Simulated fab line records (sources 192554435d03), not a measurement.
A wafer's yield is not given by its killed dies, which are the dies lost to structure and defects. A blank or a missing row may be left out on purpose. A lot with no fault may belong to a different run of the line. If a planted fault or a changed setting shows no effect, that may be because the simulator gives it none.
Chamber matching -- flow n5Finfet -- N5_BEOL_M9_DEP_56 on pecvd-02 has 3 sister chambers
The step deposits SiCN from 3MS/NH3, target thk 15 nm, time 26.5 s. 3 wafers are shown with their chamber, then 10 later ones without.

== WAFERS, EACH WITH ITS CHAMBER ==
wafer,chamber,showerheadPlenumPTorr (Torr)
L088.3,1,3.670
L090.1,0,3.660
L090.2,2,3.687

== WAFERS WITH NO CHAMBER GIVEN ==
wafer,showerheadPlenumPTorr (Torr)
L090.6,3.694
L091.2,3.669
L091.3,3.685
L091.4,3.679
L092.2,3.671
L092.4,3.682
L092.6,3.673
L095.1,3.674
L095.2,3.700
L095.4,3.664

== WHICH CHAMBER EACH WENT THROUGH ==
wafer,from the rows above,in truth
L090.6,2,2
L091.2,can't be placed: 1 or 0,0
L091.3,2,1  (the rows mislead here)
L091.4,can't be placed: 2 or 1 or 0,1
L092.2,can't be placed: 1 or 0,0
L092.4,can't be placed: 2 or 1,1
L092.6,can't be placed: 1 or 0 or 2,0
L095.1,can't be placed: 1 or 2 or 0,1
L095.2,2,2
L095.4,can't be placed: 0 or 1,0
2 of 10 placed correctly. Unplaceable from these rows: 7, with the true chamber sitting among the candidates in 7. Wrongly placed: 1.
How it was worked out, from the rows above alone: a wafer's distance from a chamber is the root of the sum, over the readings, of the square of ((its reading less the chamber's mean) divided by the reading's scatter). The wafer belongs to the nearest chamber; if the next one is less than 2 further off, it can't be placed. Each chamber's mean is taken over the wafers shown for it. The scatter (one wafer shown for each chamber): square how far every hidden wafer sits from the nearest shown wafer, average those squares and take the square root.
